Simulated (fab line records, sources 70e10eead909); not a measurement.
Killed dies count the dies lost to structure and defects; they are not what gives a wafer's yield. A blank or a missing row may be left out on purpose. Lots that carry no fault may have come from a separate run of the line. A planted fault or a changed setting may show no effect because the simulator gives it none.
fab line records | flow nand-harc
record lots=5 | wafers=15 | last-day=32
route steps=1302 shown A_SLIT@925
lots that met no fault: from a run of the same line without faults
start-h: start of the lot's first displayed wafer, in hours after the record's first day | wait-h: how many hours have passed since the lot's step before this one | " repeats the value in the row above | L1.1+2: a row that stands for several wafers | - no value, or no start given | * or withheld: withheld | < > ~ a bound
route shown NAME@n: NAME is a module with steps in the file, n the number in the route of the first one | usual: average and standard deviation across the fault-free wafers | same: alike in all rows | chamber/n: place in a boat | sites: the reading at each site | _std_site: standard deviation of those values | _edge_site: inner sites' mean taken away from outer sites' mean | radius-mm: for every site, how far away it sits from the centre of the wafer | mask NAME#n: copy n | behind: the tool/chamber that last shaped the wafer | hold: why the lot was held/for how many hours/how that ended | device: transistor that didn't switch, given as n, p or np | end of line: the same wafers' tests at the end of the route | step lacking rows: just its recipe | killed: at the first sort, the dies lost to defects and structure; wafer yield is something else | map: a wafer's dies, x killed, . not, _ none there
set.NAME: setting as actually run; set.NAME@STEP: the setting as run at that earlier step | model.NAME: the simulator's own value behind a step, which no gauge read
lots at some steps of the route; a table a step, a row a wafer
services: a tool's chamber out of use, with start hour (start-h, from the record's first day; less than 0 if before it), hours out, and reason
## steps
# step NHARC_A_SLIT_DEHYDRATE_01
# recipe temp-c=150 | time-s=120
# step NHARC_A_SLIT_HMDS_02
# recipe time-s=30
# step NHARC_A_SLIT_COAT_03
# recipe spin-rpm=1500 | resist-thk-nm=90
# step NHARC_A_SLIT_SOFTBAKE_04
# recipe temp-c=105 | time-s=55
# step NHARC_A_SLIT_EBR_05
# step NHARC_A_SLIT_EXPOSE_06
# recipe na=1.35 | dose-mj=60.82 | mask-id=SLIT
# step NHARC_A_SLIT_PEB_07
# recipe peb-temp-c=100 | peb-time-s=65
# step NHARC_A_SLIT_DEVELOP_08
# recipe develop-time-s=35 | dev-temp-c=23
# step NHARC_A_SLIT_CD_MEAS_09
# recipe target-cd-nm=300 | landing-energy-ev=500
# usual cd-nm=299.7/0.5
lot.wafer | tool      | chamber | start-h | wait-h | cd-nm
L483.2    | cd-sem-02 | 0       | 463.19  | -      | 299.4
L483.3    | "         | 0       | "       | "      | 299.0
L483.5    | "         | 0       | "       | "      | 299.3
L493.1    | cd-sem-01 | 0       | 543.32  | -      | 300.0
L493.2    | "         | 0       | "       | "      | 299.7
L493.6    | "         | 0       | "       | "      | 299.3
L496.2    | cd-sem-01 | 0       | 579.91  | -      | 300.3
L496.3    | "         | 0       | "       | "      | 299.6
L496.6    | "         | 0       | "       | "      | 299.7
L494.1    | cd-sem-02 | 0       | 580.42  | -      | 300.5
L494.2    | "         | 0       | "       | "      | 299.8
L494.5    | "         | 0       | "       | "      | 300.3
L504.2    | cd-sem-02 | 0       | 668.91  | -      | 298.8
L504.3    | "         | 0       | "       | "      | 299.2
L504.4    | "         | 0       | "       | "      | 299.5
# step NHARC_A_SLIT_OVL_MEAS_10
# usual overlay-x-nm=0.0/0.78 | overlay-y-nm=0.0/0.78
lot.wafer | tool       | chamber | start-h | wait-h | overlay-x-nm | overlay-y-nm
L483.2    | overlay-02 | -       | 463.27  | -      | 0.0          | -1.0
L483.3    | "          | -       | "       | "      | 0.4          | -0.7
L483.5    | "          | -       | "       | "      | 0.2          | -0.6
L493.1    | overlay-02 | -       | 543.41  | -      | -0.5         | -0.2
L493.2    | "          | -       | "       | "      | 0.0          | -0.6
L493.6    | "          | -       | "       | "      | 0.3          | 0.0
L496.2    | overlay-02 | -       | 579.99  | -      | -0.1         | -1.3
L496.3    | "          | -       | "       | "      | -0.2         | -1.0
L496.6    | "          | -       | "       | "      | 0.5          | -0.6
L494.1    | overlay-02 | -       | 580.51  | -      | -1.2         | 1.7
L494.2    | "          | -       | "       | "      | -0.8         | 1.5
L494.5    | "          | -       | "       | "      | -0.8         | 1.4
L504.2    | overlay-02 | -       | 669.00  | -      | 1.2          | 1.1
L504.3    | "          | -       | "       | "      | 0.7          | 1.3
L504.4    | "          | -       | "       | "      | 1.0          | 0.6
# step NHARC_A_SLIT_INSPECT_11
# usual raw-defect-count=61/31
lot.wafer | tool              | chamber | start-h | wait-h | raw-defect-count
L483.2    | defect-inspect-02 | -       | 463.31  | 0.0    | 70
L483.3    | "                 | -       | "       | "      | 78
L483.5    | "                 | -       | "       | "      | 85
L493.1    | defect-inspect-02 | -       | 543.45  | 0.0    | 71
L493.2    | "                 | -       | "       | "      | 87
L493.6    | "                 | -       | "       | "      | 76
L496.2    | defect-inspect-02 | -       | 580.03  | 0.0    | 91
L496.3    | "                 | -       | "       | "      | 101
L496.6    | "                 | -       | "       | "      | 82
L494.1    | defect-inspect-01 | -       | 580.55  | 0.0    | 70
L494.2    | "                 | -       | "       | "      | 73
L494.5    | "                 | -       | "       | "      | 67
L504.2    | defect-inspect-02 | -       | 669.03  | 0.0    | 62
L504.3    | "                 | -       | "       | "      | 55
L504.4    | "                 | -       | "       | "      | 60
# step NHARC_A_SLIT_DESCUM_14
# recipe time-s=3 | o2-flow-sccm=200 | ar-flow-sccm=0 | bias-power-w=0 | chemistry=O2
# usual chamber-pressure-mTorr=60.00/0.051 | drypump-motor-current-A=5.5/0.34 | mfc-ar-sccm=0.008/0.0088 | oes-product-au=1.003/0.0091 | rf-vpp-V=57.9/0.88 | showerhead-plenum-p-Torr=1.94/0.075 | throttle-valve-pct=11.311/0.0093
lot.wafer | tool        | chamber | start-h | wait-h | chamber-pressure-mTorr | drypump-motor-current-A | mfc-ar-sccm | oes-product-au | rf-hours-counter-h | rf-vpp-V | showerhead-plenum-p-Torr | throttle-valve-pct
L483.2    | rie-diel-09 | 0       | 463.39  | 0.1    | 59.94                  | 5.6                     | 0.008       | 1.014          | 7.3                | 58.8     | 2.01                     | 11.316
L483.3    | "           | 1       | "       | "      | 60.02                  | 5.4                     | 0           | 0.995          | 7.5                | 58.5     | 1.92                     | 11.315
L483.5    | "           | 3       | "       | "      | 60.03                  | 6.1                     | 0           | 1.002          | -                  | 58.4     | 1.95                     | 11.306
L493.2    | rie-diel-03 | 0       | 543.51  | 0.1    | 60.06                  | 6.0                     | 0           | 1.009          | 5.2                | 59.2     | 1.93                     | 11.314
L493.1    | "           | 3       | "       | "      | 60.03                  | 5.1                     | 0.018       | 1.006          | 4.3                | 58.0     | 1.91                     | 11.331
L493.6    | "           | 1       | "       | "      | 60.00                  | 5.4                     | 0           | 1.014          | -                  | 59.0     | 1.83                     | 11.306
L496.3    | rie-diel-09 | 2       | 580.09  | 0.1    | 60.00                  | 5.3                     | 0           | 1.003          | 4.7                | 57.9     | 2.00                     | 11.301
L496.2    | "           | 0       | "       | "      | 60.02                  | 5.6                     | 0.008       | 1.009          | 3.6                | 59.2     | 2.01                     | 11.316
L496.6    | "           | 3       | "       | "      | 59.99                  | 6.1                     | 0           | 0.996          | -                  | 57.3     | 1.95                     | 11.314
L494.2    | rie-diel-03 | 3       | 580.61  | 0.1    | 60.02                  | 5.1                     | 0.018       | 1.007          | 5.9                | 56.8     | 1.91                     | 11.309
L494.1    | "           | 2       | "       | "      | 59.95                  | 5.8                     | 0           | 1.019          | 5.6                | 57.1     | 2.02                     | 11.308
L494.5    | "           | 3       | "       | "      | 59.95                  | 5.1                     | 0.018       | 1.005          | -                  | 57.9     | 1.91                     | 11.307
L504.2    | rie-diel-05 | 2       | 669.10  | 0.1    | 60.02                  | 5.4                     | 0.017       | 0.990          | 4.7                | 58.5     | 1.88                     | 11.306
L504.4    | "           | 0       | "       | "      | 60.05                  | 5.8                     | 0           | 1.009          | 5.2                | 57.2     | 2.01                     | 11.313
L504.3    | "           | 1       | "       | "      | 60.06                  | 4.9                     | 0.023       | 1.005          | 5.0                | 59.2     | 2.03                     | 11.312
# step NHARC_A_SLIT_ETCH_24
# recipe target-depth-a=1210 | time-s=60.5 | cf4-flow-sccm=100 | chf3-flow-sccm=30 | ar-flow-sccm=0 | rf-w=500 | bias-w=200 | chemistry=CF4/CHF3
# usual chamber-pressure-mTorr=24.999/0.022 | drypump-motor-current-A=5.5/0.35 | mfc-ar-sccm=0.007/0.0086 | oes-product-au=0.959/0.021 | rf-vpp-V=371.4/2.1 | run-length-s=81.9/0.47 | showerhead-plenum-p-Torr=1.60/0.059 | throttle-valve-pct=16.804/0.0096
lot.wafer | tool        | chamber | start-h | wait-h | chamber-pressure-mTorr | drypump-motor-current-A | mfc-ar-sccm | oes-product-au | rf-hours-counter-h | rf-vpp-V | run-length-s | showerhead-plenum-p-Torr | throttle-valve-pct
L483.3    | rie-diel-09 | 3       | 463.45  | 0.1    | 25.027                 | 6.1                     | 0           | 0.959          | 7.4                | 372.3    | 81.8         | 1.60                     | 16.806
L483.2    | "           | 1       | "       | "      | 24.952                 | 5.4                     | 0           | 0.982          | 7.5                | 370.7    | 82.7         | 1.58                     | 16.808
L483.5    | "           | 3       | "       | "      | 25.031                 | 6.1                     | 0           | 0.969          | -                  | 372.3    | 81.9         | 1.60                     | 16.802
L493.1    | rie-diel-03 | 3       | 543.59  | 0.1    | 24.967                 | 5.1                     | 0.018       | 0.969          | 4.3                | 372.1    | 81.8         | 1.57                     | 16.805
L493.2    | "           | 2       | "       | "      | 24.978                 | 5.8                     | 0           | 0.974          | 4.1                | 372.4    | 82.6         | 1.66                     | 16.810
L493.6    | "           | 3       | "       | "      | 25.016                 | 5.2                     | 0.018       | 0.972          | -                  | 370.9    | 82.6         | 1.57                     | 16.813
L496.2    | rie-diel-09 | 3       | 580.19  | 0.1    | 25.015                 | 6.1                     | 0           | 0.923          | 3.6                | 371.5    | 81.8         | 1.60                     | 16.795
L496.3    | "           | 0       | "       | "      | 25.036                 | 5.6                     | 0.008       | 0.934          | 3.6                | 372.1    | 70.0         | 1.65                     | 16.798
L496.6    | "           | 3       | "       | "      | 24.993                 | 6.1                     | 0           | 0.918          | -                  | 371.7    | 81.9         | 1.60                     | 16.817
L494.2    | rie-diel-03 | 3       | 580.70  | 0.1    | 25.030                 | 5.1                     | 0.018       | 0.971          | 5.9                | 370.4    | 81.8         | 1.57                     | 16.803
L494.1    | "           | 1       | "       | "      | 24.993                 | 5.4                     | 0           | 0.994          | 5.9                | 368.2    | 81.9         | 1.51                     | 16.808
L494.5    | "           | 0       | "       | "      | 25.001                 | 6.0                     | 0           | 0.977          | -                  | 372.1    | 82.5         | 1.58                     | 16.793
L504.4    | rie-diel-05 | 0       | 669.19  | 0.1    | 24.979                 | 5.8                     | 0           | 0.939          | 5.2                | 373.4    | 81.2         | 1.65                     | 16.822
L504.3    | "           | 1       | "       | "      | 25.006                 | 5.0                     | 0.023       | 0.944          | 5.0                | 374.5    | 82.8         | 1.67                     | 16.790
L504.2    | "           | 2       | "       | "      | 24.964                 | 5.5                     | 0.017       | 0.924          | 4.7                | 369.0    | 82.4         | 1.55                     | 16.817
# step NHARC_A_SLIT_ETCH_15
# recipe target-depth-a=62000 | over-etch-frac=0.3 | time-s=1612 | ion-energy-ev=150 | o2-flow-sccm=400 | cos-flow-sccm=20 | ar-flow-sccm=0 | rf-w=500 | bias-w=300 | chemistry=O2/COS
# usual chamber-pressure-mTorr=20.000/0.02 | drypump-motor-current-A=5.5/0.33 | mfc-ar-sccm=0.007/0.0085 | oes-product-au=1.001/0.01 | rf-vpp-V=314.7/1.8 | run-length-s=1633.4/0.48 | showerhead-plenum-p-Torr=3.16/0.12 | throttle-valve-pct=28.331/0.0094
# same over-etch-frac=0.3
lot.wafer | tool        | chamber | start-h | wait-h | chamber-pressure-mTorr | drypump-motor-current-A | mfc-ar-sccm | oes-product-au | rf-hours-counter-h | rf-vpp-V | run-length-s | showerhead-plenum-p-Torr | throttle-valve-pct
L483.2    | rie-diel-09 | 2       | -       | -      | 20.008                 | 5.3                     | 0           | 0.987          | 7.7                | 317.0    | 1633.3       | 3.26                     | 28.324
L483.3    | "           | 3       | "       | "      | 20.029                 | 6.1                     | 0           | 1.001          | 7.6                | 315.8    | 1633.3       | 3.18                     | 28.337
L483.5    | "           | 1       | "       | "      | 19.974                 | 5.4                     | 0           | 0.992          | -                  | 313.8    | 1633.9       | 3.14                     | 28.326
L493.1    | rie-diel-03 | 0       | -       | -      | 20.000                 | 6.0                     | 0           | 1.009          | 5.5                | 315.9    | 1633.5       | 3.14                     | 28.342
L493.2    | "           | 1       | "       | "      | 20.013                 | 5.4                     | 0           | 1.013          | 5.0                | 313.2    | 1633.3       | 2.99                     | 28.343
L493.6    | "           | 2       | "       | "      | 19.994                 | 5.8                     | 0           | 0.996          | -                  | 315.5    | 1633.8       | 3.29                     | 28.329
L496.2    | rie-diel-09 | 0       | -       | -      | 20.030                 | 5.6                     | 0.008       | 1.015          | 3.9                | 316.5    | 1633.0       | 3.26                     | 28.322
L496.3    | "           | 3       | "       | "      | 20.016                 | 6.1                     | 0           | 0.990          | 3.9                | 315.5    | 1634.2       | 3.18                     | 28.343
L496.6    | "           | 2       | "       | "      | 20.003                 | 5.3                     | 0           | 1.006          | -                  | 316.5    | 1632.8       | 3.26                     | 28.328
L494.1    | rie-diel-03 | 1       | -       | -      | 20.010                 | 5.4                     | 0           | 1.011          | 6.2                | 311.9    | 1633.3       | 2.99                     | 28.329
L494.2    | "           | 0       | "       | "      | 20.019                 | 6.0                     | 0           | 1.008          | 6.6                | 314.9    | 1633.2       | 3.14                     | 28.324
L494.5    | "           | 1       | "       | "      | 20.028                 | 5.4                     | 0           | 1.010          | -                  | 312.4    | 1633.6       | 2.99                     | 28.327
L504.2    | rie-diel-05 | 3       | -       | -      | 19.981                 | 5.3                     | 0.009       | 1.002          | 5.2                | 311.3    | 1632.8       | 2.92                     | 28.315
L504.4    | "           | 1       | "       | "      | 19.997                 | 5.0                     | 0.023       | 1.004          | 5.2                | 315.6    | 1633.6       | 3.31                     | 28.332
L504.3    | "           | 2       | "       | "      | 20.012                 | 5.5                     | 0.017       | 0.999          | 5.0                | 312.9    | 1633.9       | 3.08                     | 28.354
## services
tool        | chamber | start-h | hours | kind
rie-diel-09 | -       | 444.47  | 0.6   | repair
rie-diel-09 | 0       | 451.93  | -     | clean
rie-diel-09 | 1       | 451.93  | -     | clean
rie-diel-09 | 2       | 451.93  | -     | clean
rie-diel-09 | 3       | 451.93  | -     | clean
rie-diel-09 | -       | 454.50  | 0.5   | repair
rie-diel-03 | -       | 458.34  | 9.0   | pm
rie-diel-03 | 0       | 458.34  | 9.0   | vent-cycle
rie-diel-03 | 1       | 458.34  | 9.0   | vent-cycle
rie-diel-03 | 2       | 458.34  | 9.0   | vent-cycle
rie-diel-05 | 2       | 461.71  | 9.9   | repair
rie-diel-03 | 1       | 473.97  | 5.0   | repair
rie-diel-05 | 3       | 483.77  | 14.8  | repair
rie-diel-05 | 0       | 488.72  | 33.8  | repair
rie-diel-09 | -       | 497.43  | 9.0   | pm
rie-diel-05 | 3       | 551.00  | 1.5   | repair
rie-diel-09 | 1       | 556.23  | 34.9  | repair
rie-diel-05 | -       | 583.65  | 9.0   | pm
rie-diel-09 | 0       | 616.17  | 16.5  | repair
rie-diel-03 | -       | 635.34  | 9.0   | pm
rie-diel-05 | -       | 642.94  | 3.1   | repair
rie-diel-03 | 0       | 652.62  | 26.1  | repair
rie-diel-09 | 1       | 662.17  | 10.4  | repair
rie-diel-05 | -       | 667.08  | 0.7   | repair
## key
first-sign step=NHARC_A_SLIT_ETCH_24 | reading=run-length-s | direction=down | sigmas=26 | usual=* | struck=*
effect none on later readings
met-at NHARC_A_SLIT_ETCH_24
struck-wafers L496.3
sort-left-out L496.3
tester-left-out L496
fault kind=process-parameter-drift | tool=rie-diel-09 | chamber=0 | onset-h=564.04 | steps=NHARC_A_SLIT_ETCH_24 | channel=time-s | offset=* | shape=step | end-h=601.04 | acts-in=* | stated=*
# tester-left-out: of these lots the tester's yield and bins aren't shown, on N5 and GAA mostly nor the transistor test; their killed dies are dies lost to structure and defects alone, not to doping, threshold or leakage, so they don't give the yield
# sort-left-out: the simulated sort isn't trusted on such a fault, so these wafers' sort isn't shown, and their yield isn't known
